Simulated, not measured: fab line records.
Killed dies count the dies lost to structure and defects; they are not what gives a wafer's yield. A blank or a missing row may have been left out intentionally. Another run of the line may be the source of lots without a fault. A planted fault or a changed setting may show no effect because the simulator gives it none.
Struck lot and sound lot, side by side ; flow nand-harc ; 13 out of 1302 route steps
Sound: the wafers L981.2, L981.3, L981.4. Struck: wafers L986.2, L986.4. (L986.1 of the same lot was not struck and is left out.) The cause comes at the end.
Order at every step that has rows: each side's tool, ch and its chambers, its first start. Under that, the readings that differ: sound wafers ; struck wafers ; difference of the means ; sigmas: that difference in standard deviations of wafers without a fault.
alike: same words and numbers on both sides, and readings whose means sit less than 2 such deviations apart. not compared: any withheld reading, any reading some wafer has no value for, any bound like >300 that may hide the same value, and any number with overlapping values for which the record gives no deviation.
The two part at a step that has a row with sigmas, a row that says differs or no value, or rows on one side only. When numbers do not overlap yet have no deviation, they are printed without sigmas and do not part them. A reading that every wafer of one side lacks parts them only if that side has two wafers or more.

NHARC_A_STAIRCASE_STRIP_475: strips in O2, time 20 s.
  sound on rie-diel-08 ch 0,1,3; struck on rie-diel-08 ch 2,3, day 23 09:29
  alike: drypump-motor-current-A, oes-product-au, rf-vpp-V, showerhead-plenum-p-Torr, throttle-valve-pct
  not compared: rf-hours-counter-h
NHARC_A_STAIRCASE_DEP_471: deposits SiO2, target thk 100 nm.
  sound on pecvd-02 ch 0,1,2, day 21 00:28; struck on pecvd-03 ch 0,1, day 23 09:35
  alike: flow-sccm, heater-power-w, throttle-valve-pct
NHARC_A_STAIRCASE_CMP_472: polishes SiO2.
  sound on cmp-03 ch 0,1,2, day 21 00:44; struck on cmp-02 ch 1,3, day 23 09:51
  alike: motor-current-A
next, for these wafers, 1 step has no rows: NHARC_A_STAIRCASE_SRD_474.
NHARC_A_STAIRCASE_INSPECT_155:
  sound: defect-inspect-02 at day 21 01:04; struck: defect-inspect-01 at day 23 10:11
  alike: raw-defect-count
NHARC_A_SGD_CUT_DEP_00: deposits SiNx, target thk 50 nm.
  sound on pecvd-01 ch 0,2, day 21 01:07; struck on pecvd-01 ch 1,2, day 23 10:17
  alike: heater-power-w
then, 5 steps without rows for these wafers: NHARC_A_SGD_CUT_DEHYDRATE_01 (time 120 s); NHARC_A_SGD_CUT_HMDS_02 (time 30 s); NHARC_A_SGD_CUT_COAT_56 (time 75 s); NHARC_A_SGD_CUT_COAT_57 (time 65 s); NHARC_A_SGD_CUT_COAT_03 (resist thk 90 nm).
NHARC_A_SGD_CUT_SOFTBAKE_04: time 55 s.
  sound on litho-track-04 ch 0, day 21 01:00; struck on litho-track-06 ch 0, day 23 10:00
reading;sound;struck;difference;sigmas
heater-power-total-W (W);188.32 188.39 188.35;244.38 244.49;+56.08;+99 or more
next, for these wafers, 1 step has no rows: NHARC_A_SGD_CUT_EBR_05.

WHERE THEY PART
At NHARC_A_SGD_CUT_SOFTBAKE_04 and nowhere else, as far as this record goes.

WHY: what the simulator had put in
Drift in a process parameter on litho-track-06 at NHARC_A_SGD_CUT_SOFTBAKE_04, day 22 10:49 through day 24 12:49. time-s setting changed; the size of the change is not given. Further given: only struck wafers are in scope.
